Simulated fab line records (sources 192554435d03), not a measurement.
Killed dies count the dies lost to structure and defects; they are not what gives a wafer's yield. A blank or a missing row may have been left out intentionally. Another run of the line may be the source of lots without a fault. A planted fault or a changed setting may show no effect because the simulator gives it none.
Comparing a struck lot with a sound one ; flow n5-finfet ; 15 out of 1938 route steps
Sound: the wafers L375.1, L375.3, L375.5. Wafers struck: L382.2, L382.4, L382.5. At the end, the cause is stated.
At each step with rows: each side's tool, then ch and its chambers, then its first start. Under that, the readings that differ: sound wafers ; struck wafers ; difference of the means ; sigmas: that difference in standard deviations of wafers without a fault.
alike: readings with means less than 2 such deviations apart, plus words and numbers identical on both sides. not compared: withheld readings, readings lacking a value on some wafer, bounds such as >300 that could conceal the same value, and numbers that have no deviation in the record and whose values overlap.
Wherever a step has rows on one side only, a row that says differs or no value, or a row with sigmas, the two part there. Numbers that have no deviation but don't overlap get no sigmas and don't part them. A reading missing from all wafers of one side parts the sides only when that side holds two or more wafers.

N5_DUMMY_REMOVAL_STRIP_10: strips in N2/H2, time 40 s.
  sound on rie-diel-06 ch 1,2,3, day 5 13:55; struck on rie-diel-06 ch 1,2, day 7 06:36
  alike: bias-power-w, drypump-motor-current-A, h2-flow-sccm, oes-product-au, rf-vpp-V, showerhead-plenum-p-Torr, throttle-valve-pct
  not compared: rf-hours-counter-h
then, 2 steps without rows for these wafers: N5_DUMMY_REMOVAL_PRECLEAN_07 (cleans in dHF, time 30 s); N5_DUMMY_REMOVAL_DUMMY_REMOVE_02 (chemistry TMAH, target poly-Si, stops on SiO2, target depth 142 nm, time 57 s, rinse time 30 s).
N5_DUMMY_REMOVAL_INSPECT_06: inspects for defects (brightfield).
  sound: defect-inspect-01 at day 5 14:04; struck: defect-inspect-01 at day 7 06:46
  alike: raw-defect-count
then, 4 steps without rows for these wafers: N5_DUMMY_REMOVAL_PRECLEAN_08 (cleans in NF3:NH3, afs cycles 2, time 20 s, sublimation time 60 s); N5_DUMMY_REMOVAL_PRECLEAN_04 (cleans in DHF, time 37 s); N5_DUMMY_REMOVAL_SRD_05 (time 30 s); N5_HKMG_FIN_IL_REGROW_00 (material SiO2, chemistry O3, target thk 0.75 nm, time 30 s).
N5_HKMG_FIN_HK_ALD_01: deposits HfO2, target thk 1.6 nm, pulse time 3 s, purge time 3 s.
  sound on ald-hk-01 ch 1,2,3, day 5 14:26; struck on ald-hk-03 ch 0,2,3, day 7 07:16
  alike: precursor-pulse-height-rel
N5_HKMG_FIN_HK_ANNEAL_02: time 30 s.
  sound on rtp-anneal-01 ch 0, day 5 14:39; struck on rtp-anneal-01 ch 0, day 7 07:29
  alike: lamp-power-pct, lamp_zone_3_pct, wafer_temp_C_max
N5_HKMG_FIN_ALD_74: deposits La2O3, target thk 0.5 nm, pulse time 6 s, co reactant pulse time 1 s.
  sound on ald-hk-03 ch 0,2, day 5 14:53; struck on ald-hk-01 ch 0,3, day 7 07:40
reading;sound;struck;difference;sigmas
heater-power-outer-w (W);154 183 159;216 197 217;+45;+2
heater-power-w (W);310 321 307;421 366 421;+90;+3
  alike: precursor-pulse-height-rel
N5_HKMG_FIN_ALD_75: deposits Al2O3, target thk 1 nm, co reactant pulse time 1 s.
  sound on ald-hk-03 ch 0,2, day 5 14:57; struck on ald-hk-01 ch 0,3, day 7 07:50
reading;sound;struck;difference;sigmas
heater-power-outer-w (W);64 76 65;95 82 93;+22;+2
heater-power-w (W);132 139 133;180 160 178;+38;+3
  alike: precursor-pulse-height-rel
N5_HKMG_FIN_COAT_41: time 60 s, resist thk 300 nm.
  sound on litho-track-03 ch 0, day 5 15:03; struck on litho-track-05 ch 0, day 7 08:00
reading;sound;struck;difference;sigmas
spin-speed-rpm (rpm);1498.4 1498.1 1499.7;1442.7 1443.3 1444.1;-55.4;-65
model.SOC_of_HKMG_FIN_COAT_41.thk-nm (nm);298.6 298.4 298.6;305.6 305.8 305.4;+7.1;
then, 1 step without rows for these wafers: N5_HKMG_FIN_COAT_42 (time 60 s, resist thk 35 nm).
-- the record jumps here: 4 days lie between the struck wafers' starts before and after (it left off in module HKMG_FIN and takes up again in module BEOL_M4, whose first step shown is number 1111 of the route) --
N5_BEOL_M4_RC_MEAS_101:
  sound on prober-01 ch 0, day 9 08:35; struck on prober-01 ch 0, day 11 15:10
  alike: DIBL_N, DIBL_P, IOFF_N, IOFF_P, ION_N, ION_P, SS_N, SS_P, VT_N, VT_P

== WHERE THEY PART ==
At N5_HKMG_FIN_ALD_74 first; at N5_HKMG_FIN_COAT_41 last (within this record only). Later steps at which nothing parts them and some readings are alike: N5_BEOL_M4_RC_MEAS_101.

WHY: what had been put in by the simulator
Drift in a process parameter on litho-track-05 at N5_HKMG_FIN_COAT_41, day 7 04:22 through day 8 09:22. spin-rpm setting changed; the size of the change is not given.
